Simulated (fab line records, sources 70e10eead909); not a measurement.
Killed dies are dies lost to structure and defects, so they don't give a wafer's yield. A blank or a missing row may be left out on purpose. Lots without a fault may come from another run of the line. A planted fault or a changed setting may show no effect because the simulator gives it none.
One fault seen from 2 desks | flow nand_harc | each desk has only its own numbers; what lay behind them comes last

THE DEFECT DESK
What the inspections along the route counted, lot by lot: means of the sampled wafers that have a number. A lot is out of limits, marked OUT, if its mean lies more than 4 standard deviations from the usual mean; the brackets give that distance.
Columns: A = raw_defect_count at NHARC_P_ZERO_WELL_INSPECT_43, usual 11
lot  | first seen here | A
L846 | day 2 03:47     | 13
L847 | day 2 13:22     | 7
L848 | day 3 01:16     | 6
L855 | day 5 23:23     | 1432 (+99 or more) OUT
L856 | day 6 07:26     | 1440 (+99 or more) OUT
L861 | day 8 10:08     | 15
L863 | day 9 05:41     | 10
L862 | day 9 06:47     | 14
L864 | day 9 15:30     | 13
L865 | day 10 01:35    | 11
L866 | day 10 14:56    | 17
L867 | day 10 21:32    | 24
L868 | day 11 09:50    | 10
This desk's finding: out of limits on L855, L856; first on L855, day 5 23:23 (raw_defect_count at NHARC_P_ZERO_WELL_INSPECT_43). In limits: L846, L847, L848, L861, L863, L862, L864, L865, L866, L867, L868.

THE METROLOGY DESK
What the gauges read, lot by lot, whatever tool the lot ran on: means of the sampled wafers that have a number. A lot is out of limits, marked OUT, if its mean lies more than 4 standard deviations from the usual mean; the brackets give that distance.
Columns: A = cd_nm at NHARC_P_ZERO_WELL_CD_MEAS_37, usual 719.4 nm; B = overlay_x_nm at NHARC_P_STI_OVL_MEAS_10, usual -1 nm; C = overlay_y_nm at NHARC_P_STI_OVL_MEAS_10, usual -1 nm
lot  | first seen here | A     | B  | C
L846 | day 2 00:16     | 718.9 | 6  | -10
L847 | day 2 09:55     | 718.9 | 2  | 4
L848 | day 2 21:46     | 717.8 | 2  | -8
L855 | day 5 17:59     | 719.2 | 10 | 1
L856 | day 6 04:05     | 720.6 | -5 | -3
L861 | day 8 06:26     | 718.9 | 4  | 4
L862 | day 8 23:32     | 719.5 | -6 | -5
L863 | day 9 02:04     | 718.8 | 2  | 0
L864 | day 9 12:08     | 721.1 | -1 | 2
L865 | day 9 22:08     | 720.3 | -9 | -5
L866 | day 10 11:28    | 719.7 | -2 | -1
L867 | day 10 18:04    | 718.8 | 1  | -3
L868 | day 11 03:59    | 720.8 | -2 | -19
This desk's finding: nothing out of limits on any of the 13 lots.

PUT TOGETHER
The defect desk could have raised an alarm at day 5 23:23, on L855, L856.
The metrology desk saw nothing out of limits.
The metrology desk has L855, L856 on record, within its limits.
Of the lots named, all ran NHARC_P_ZERO_WELL_STRIP_28 on wet_bench-09.

WHAT THE SIMULATOR HAD PUT IN
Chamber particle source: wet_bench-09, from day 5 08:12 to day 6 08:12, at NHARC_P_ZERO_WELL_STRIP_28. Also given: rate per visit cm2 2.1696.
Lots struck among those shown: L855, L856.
Hours from the fault's start to each desk's first reading out of limits: the defect desk, 15.
